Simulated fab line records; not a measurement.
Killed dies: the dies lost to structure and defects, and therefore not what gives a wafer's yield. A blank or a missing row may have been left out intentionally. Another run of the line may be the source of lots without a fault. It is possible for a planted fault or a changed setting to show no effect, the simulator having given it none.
Which of the tools did it? | flow n5 finfet | 24 lots, 72 wafers sampled, at 5 steps of a route of 1938

## WHAT EACH GAUGE READ, for each wafer
N5_BEOL_M10_CD_MEAS_18: pitch 140 nm, target cd 70 nm. Usual: cd nm 70.1 nm, standard deviation 0.87.
lot  | measured     | on        | cd nm (nm)     | flag
L074 | day 10 10:04 | cd sem-03 | 68.3 69.6 70.2 |
L076 | day 11 01:05 | cd sem-03 | 71.5 68.7 71.2 |
L075 | day 11 01:16 | cd sem-03 | 67.9 70.2 69.1 |
L077 | day 11 22:13 | cd sem-03 | 69.8 71.7 69.9 |
L079 | day 12 00:33 | cd sem-03 | 69.6 70.4 69.9 |
L078 | day 12 00:57 | cd sem-01 | 70.3 71.6 70.6 |
L080 | day 12 04:16 | cd sem-02 | 69.7 70.2 71.2 |
L082 | day 12 13:44 | cd sem-01 | 71.0 70.5 70.7 |
L081 | day 12 13:53 | cd sem-01 | 68.5 68.5 70.2 |
L083 | day 12 18:17 | cd sem-02 | 69.8 69.6 70.3 |
L084 | day 13 00:41 | cd sem-01 | 70.9 72.0 69.8 |
L085 | day 13 09:37 | cd sem-03 | 69.7 70.3 70.8 |
L087 | day 13 16:44 | cd sem-03 | 69.8 70.0 69.8 |
L086 | day 13 17:35 | cd sem-01 | 71.9 70.0 71.0 |
L090 | day 14 08:35 | cd sem-01 | 71.3 71.1 71.2 |
L089 | day 14 09:10 | cd sem-02 | 69.3 69.4 68.2 |
L088 | day 14 12:10 | cd sem-01 | 69.2 71.5 70.9 |
L093 | day 15 01:49 | cd sem-02 | 70.2 68.3 69.8 |
L092 | day 15 02:10 | cd sem-02 | 69.1 68.9 69.5 |
L091 | day 15 19:29 | cd sem-03 | 70.7 70.3 70.3 |
L094 | day 15 20:45 | cd sem-02 | 71.0 71.1 70.4 |
L096 | day 15 22:10 | cd sem-01 | 69.8 69.8 69.6 |
L095 | day 16 05:34 | cd sem-01 | 71.1 71.1 71.0 |
L097 | day 16 11:56 | cd sem-03 | 71.0 69.9 70.5 |

N5_BEOL_M11_INSPECT_30: inspects for defects (brightfield). Usual: raw defect count 396, standard deviation 88.
lot  | measured     | on                | raw defect count | flag
L074 | day 10 18:29 | defect inspect-02 | 439 522 390      |
L076 | day 11 09:44 | defect inspect-01 | 325 292 602      |
L075 | day 11 12:29 | defect inspect-02 | 417 330 402      |
L077 | day 12 06:53 | defect inspect-02 | 509 508 392      |
L079 | day 12 08:31 | defect inspect-02 | 471 386 400      |
L078 | day 12 08:22 | defect inspect-01 | 453 584 456      |
L080 | day 12 16:31 | defect inspect-01 | 465 412 464      |
L082 | day 12 23:37 | defect inspect-02 | 416 525 683      |
L081 | day 12 23:27 | defect inspect-02 | 337 333 351      |
L083 | day 13 04:10 | defect inspect-02 | 504 405 507      |
L084 | day 13 07:17 | defect inspect-02 | 413 383 419      |
L085 | day 13 17:12 | defect inspect-02 | 354 407 308      |
L087 | day 14 01:46 | defect inspect-02 | 395 271 355      |
L086 | day 14 07:04 | defect inspect-01 | 327 377 384      |
L090 | day 14 15:27 | defect inspect-01 | 454 389 357      |
L089 | day 14 18:11 | defect inspect-02 | 336 359 335      |
L088 | day 14 20:50 | defect inspect-01 | 310 375 359      |
L093 | day 15 13:35 | defect inspect-02 | 389 448 430      |
L092 | day 15 12:34 | defect inspect-01 | 412 373 304      |
L091 | day 16 03:10 | defect inspect-02 | 441 544 303      |
L094 | day 16 06:14 | defect inspect-01 | 315 333 307      |
L096 | day 16 06:29 | defect inspect-02 | 519 349 426      |
L095 | day 16 16:24 | defect inspect-01 | 377 305 350      |
L097 | day 16 20:15 | defect inspect-01 | 238 279 295      |

## WHICH TOOL RAN EACH LOT (tool, then ch and the chambers of the sampled wafers, then the start)
lot  | N5_BEOL_M10_STRIP_77                          | N5_BEOL_M10_PRE_CLEAN_45     | N5_BEOL_M10_DEP_56
L074 | rie diel-01 ch 1,2, day 10 13:22 or earlier   | pvd sputter-02, day 10 13:22 | pecvd-04 ch 0,1, day 10 15:12
L076 | rie diel-05 ch 0,1,3, day 11 04:01 or earlier | pvd sputter-02, day 11 04:01 | pecvd-04 ch 0,1,2, day 11 06:02
L075 | rie diel-05 ch 0,1,2, day 11 04:59 or earlier | pvd sputter-02, day 11 04:59 | pecvd-04 ch 0,1, day 11 06:38
L077 | rie diel-02 ch 1,2, day 12 01:26 or earlier   | pvd sputter-03, day 12 01:26 | pecvd-04 ch 0,2, day 12 03:05
L079 | rie diel-01 ch 1,3, day 12 02:23 or earlier   | pvd sputter-03, day 12 02:23 | pecvd-04 ch 0,1, day 12 04:26
L078 | rie diel-05 ch 1,2, day 12 02:31 or earlier   | pvd sputter-01, day 12 02:31 | pecvd-04 ch 1,2, day 12 04:43
L080 | rie diel-02 ch 0,1,2, day 12 06:28 or earlier | pvd sputter-01, day 12 06:28 | pecvd-02 ch 0,1,2, day 12 08:17
L082 | rie diel-02 ch 1,2, day 12 17:49 or earlier   | pvd sputter-02, day 12 17:49 | pecvd-04 ch 1,2, day 12 19:25
L081 | rie diel-01 ch 1,2,3, day 12 17:44 or earlier | pvd sputter-02, day 12 17:44 | pecvd-01 ch 0,2, day 12 19:18
L083 | rie diel-01 ch 0,1, day 12 21:16 or earlier   | pvd sputter-02, day 12 21:16 | pecvd-01 ch 0,1,2, day 12 23:22
L084 | rie diel-05 ch 0,2, day 13 02:17 or earlier   | pvd sputter-03, day 13 02:17 | pecvd-01 ch 1,2, day 13 04:04
L085 | rie diel-02 ch 0,1,2, day 13 11:35 or earlier | pvd sputter-02, day 13 11:35 | pecvd-04 ch 0,1,2, day 13 13:30
L087 | rie diel-02 ch 0,3, day 13 19:45 or earlier   | pvd sputter-01, day 13 19:45 | pecvd-02 ch 0,2, day 13 21:28
L086 | rie diel-01 ch 0,1,2, day 13 20:19 or earlier | pvd sputter-01, day 13 20:19 | pecvd-04 ch 1,2, day 13 23:30
L090 | rie diel-01 ch 0,1, day 14 10:41 or earlier   | pvd sputter-03, day 14 10:41 | pecvd-02 ch 1,2, day 14 12:13
L089 | rie diel-05 ch 2,3, day 14 11:57 or earlier   | pvd sputter-02, day 14 11:57 | pecvd-02 ch 0,1,2, day 14 13:32
L088 | rie diel-02 ch 0,1,2, day 14 15:24 or earlier | pvd sputter-02, day 14 15:24 | pecvd-04 ch 0,1,2, day 14 16:58
L093 | rie diel-01 ch 0,2,3, day 15 06:34 or earlier | pvd sputter-02, day 15 06:34 | pecvd-01 ch 0,1,2, day 15 08:23
L092 | rie diel-02 ch 1,2,3, day 15 05:58 or earlier | pvd sputter-01, day 15 05:58 | pecvd-04 ch 0,1,2, day 15 07:36
L091 | rie diel-01 ch 1,3, day 15 21:13 or earlier   | pvd sputter-02, day 15 21:13 | pecvd-02 ch 0,1,2, day 15 23:06
L094 | rie diel-02 ch 2,3, day 15 23:58 or earlier   | pvd sputter-01, day 15 23:58 | pecvd-04 ch 0,1,2, day 16 01:25
L096 | rie diel-05 ch 2,3, day 16 00:43 or earlier   | pvd sputter-01, day 16 00:43 | pecvd-02 ch 0,1, day 16 02:55
L095 | rie diel-01 ch 0,2,3, day 16 09:13 or earlier | pvd sputter-03, day 16 09:13 | pecvd-02 ch 1,2, day 16 11:10
L097 | rie diel-02 ch 0,1, day 16 14:32 or earlier   | pvd sputter-02, day 16 14:32 | pecvd-04 ch 0,2, day 16 16:28
- N5_BEOL_M10_STRIP_77: strips in N2/H2, time 10 s.
- N5_BEOL_M10_PRE_CLEAN_45: time 30 s.
- N5_BEOL_M10_DEP_56: deposits SiCN from 3MS/NH3, target thk 15 nm, time 26.5 s.

## AS READ BY THE TOOLS THEMSELVES (means over the sampled wafers that have a number; for cases with no such wafer, the mark the record gives instead)
N5_BEOL_M10_STRIP_77. Usual: drypump motor current A 5.8 A, standard deviation 0.41; oes product au 0.77 a.u., standard deviation 0.091; rf vpp V 59.2 V, standard deviation 0.89; showerhead plenum p Torr 2.55 Torr, standard deviation 0.079; temp c 40.00 C, standard deviation 0.11; throttle valve pct 23.8 %, standard deviation 0.45.
lot  | tool        | drypump motor current A (A) | oes product au (a.u.) | rf vpp V (V) | showerhead plenum p Torr (Torr) | temp c (C) | throttle valve pct (%) | flag
L074 | rie diel-01 | 6.3                         | 0.85                  | 58.4         | 2.62                            | 40.02      | 23.5                   |
L076 | rie diel-05 | 5.6                         | 0.69                  | 59.6         | 2.55                            | 40.01      | 23.8                   |
L075 | rie diel-05 | 5.7                         | 0.70                  | 59.8         | 2.51                            | 39.97      | 23.7                   |
L077 | rie diel-02 | 5.8                         | 0.74                  | 59.4         | 2.49                            | 40.07      | 24.0                   |
L079 | rie diel-01 | 6.2                         | 0.82                  | 59.7         | 2.59                            | 39.95      | 23.4                   |
L078 | rie diel-05 | 5.5                         | 0.67                  | 59.1         | 2.52                            | 40.09      | 23.4                   |
L080 | rie diel-02 | 5.6                         | 0.74                  | 58.1         | 2.51                            | 40.02      | 24.1                   |
L082 | rie diel-02 | 5.8                         | 0.73                  | 58.2         | 2.49                            | 40.01      | 24.0                   |
L081 | rie diel-01 | 6.0                         | 0.77                  | 59.4         | 2.58                            | 39.98      | 23.7                   |
L083 | rie diel-01 | 6.4                         | 0.90                  | 59.4         | 2.68                            | 40.03      | 23.6                   |
L084 | rie diel-05 | 6.1                         | 0.70                  | 58.9         | 2.46                            | 39.95      | 23.2                   |
L085 | rie diel-02 | 5.6                         | 0.73                  | 59.3         | 2.51                            | 40.04      | 24.1                   |
L087 | rie diel-02 | 5.5                         | 0.75                  | 58.2         | 2.50                            | 39.98      | 24.3                   |
L086 | rie diel-01 | 6.2                         | 0.82                  | 59.3         | 2.64                            | 40.02      | 23.7                   |
L090 | rie diel-01 | 6.3                         | 0.87                  | 58.8         | 2.67                            | 39.94      | 23.6                   |
L089 | rie diel-05 | 5.8                         | 0.75                  | 58.9         | 2.51                            | 40.07      | 23.1                   |
L088 | rie diel-02 | 5.6                         | 0.72                  | 59.5         | 2.50                            | 39.98      | 24.1                   |
L093 | rie diel-01 | 5.9                         | 0.77                  | 59.2         | 2.60                            | 40.04      | 24.0                   |
L092 | rie diel-02 | 5.8                         | 0.76                  | 59.3         | 2.49                            | 40.06      | 23.9                   |
L091 | rie diel-01 | 6.3                         | 0.78                  | 58.4         | 2.57                            | 39.94      | 23.4                   |
L094 | rie diel-02 | 5.8                         | 0.77                  | 59.0         | 2.53                            | 39.91      | 23.8                   |
L096 | rie diel-05 | 5.7                         | 0.91                  | 59.7         | 2.54                            | 39.99      | 23.1                   |
L095 | rie diel-01 | 5.9                         | 0.76                  | 59.8         | 2.60                            | 40.04      | 24.0                   |
L097 | rie diel-02 | 5.7                         | 0.79                  | 58.6         | 2.46                            | 39.86      | 24.1                   |

N5_BEOL_M10_PRE_CLEAN_45. Usual: heater power w 337 W, standard deviation 24.
lot  | tool           | heater power w (W) | flag
L074 | pvd sputter-02 | 335                |
L076 | pvd sputter-02 | 314                |
L075 | pvd sputter-02 | 329                |
L077 | pvd sputter-03 | 334                |
L079 | pvd sputter-03 | 325                |
L078 | pvd sputter-01 | 344                |
L080 | pvd sputter-01 | 354                |
L082 | pvd sputter-02 | 321                |
L081 | pvd sputter-02 | 336                |
L083 | pvd sputter-02 | 343                |
L084 | pvd sputter-03 | 315                |
L085 | pvd sputter-02 | 340                |
L087 | pvd sputter-01 | 337                |
L086 | pvd sputter-01 | 342                |
L090 | pvd sputter-03 | 308                |
L089 | pvd sputter-02 | 344                |
L088 | pvd sputter-02 | 333                |
L093 | pvd sputter-02 | 334                |
L092 | pvd sputter-01 | 352                |
L091 | pvd sputter-02 | 328                |
L094 | pvd sputter-01 | 349                |
L096 | pvd sputter-01 | 339                |
L095 | pvd sputter-03 | 329                |
L097 | pvd sputter-02 | 330                |

N5_BEOL_M10_DEP_56. Usual: showerhead plenum p Torr 3.663 Torr, standard deviation 0.014; throttle valve pct 8.92 %, standard deviation 0.3.
lot  | tool     | showerhead plenum p Torr (Torr) | throttle valve pct (%) | flag
L074 | pecvd-04 | 3.666                           | 9.03                   |
L076 | pecvd-04 | 3.657                           | 9.02                   |
L075 | pecvd-04 | 3.663                           | 9.13                   |
L077 | pecvd-04 | 3.642                           | 8.93                   |
L079 | pecvd-04 | 3.665                           | 9.09                   |
L078 | pecvd-04 | 3.655                           | 9.02                   |
L080 | pecvd-02 | 3.670                           | 8.49                   |
L082 | pecvd-04 | 3.651                           | 9.00                   |
L081 | pecvd-01 | 3.653                           | 9.24                   |
L083 | pecvd-01 | 3.661                           | 9.03                   |
L084 | pecvd-01 | 3.664                           | 9.36                   |
L085 | pecvd-04 | 3.658                           | 8.92                   |
L087 | pecvd-02 | 3.682                           | 8.38                   |
L086 | pecvd-04 | 3.651                           | 8.96                   |
L090 | pecvd-02 | 3.677                           | 8.70                   |
L089 | pecvd-02 | 3.675                           | 8.49                   |
L088 | pecvd-04 | 3.656                           | 8.90                   |
L093 | pecvd-01 | 3.667                           | 9.20                   |
L092 | pecvd-04 | 3.656                           | 9.17                   |
L091 | pecvd-02 | 3.675                           | 8.64                   |
L094 | pecvd-04 | 3.655                           | 9.12                   |
L096 | pecvd-02 | 3.685                           | 8.58                   |
L095 | pecvd-02 | 3.669                           | 8.80                   |
L097 | pecvd-04 | 3.649                           | 8.98                   |

## THE ANSWER, worked out from the rows above alone
Rule: a lot is off if the mean of its wafers that have a number lies more than 3 standard deviations from the usual mean. A lot without any number at a reading at which 4 lots or more have one is off too. The other lots that the step has rows for count as sound. After the gauges, taken in route order, come the tools' own readings; for these a lot's mean is taken, as printed above. The first step at which some lot is off is used, and at that step the reading that is off furthest; a lot without a number counts as furthest.
No lot is off at any reading shown: from this, nothing can be told.

## WHAT THE SIMULATOR HAD PUT IN
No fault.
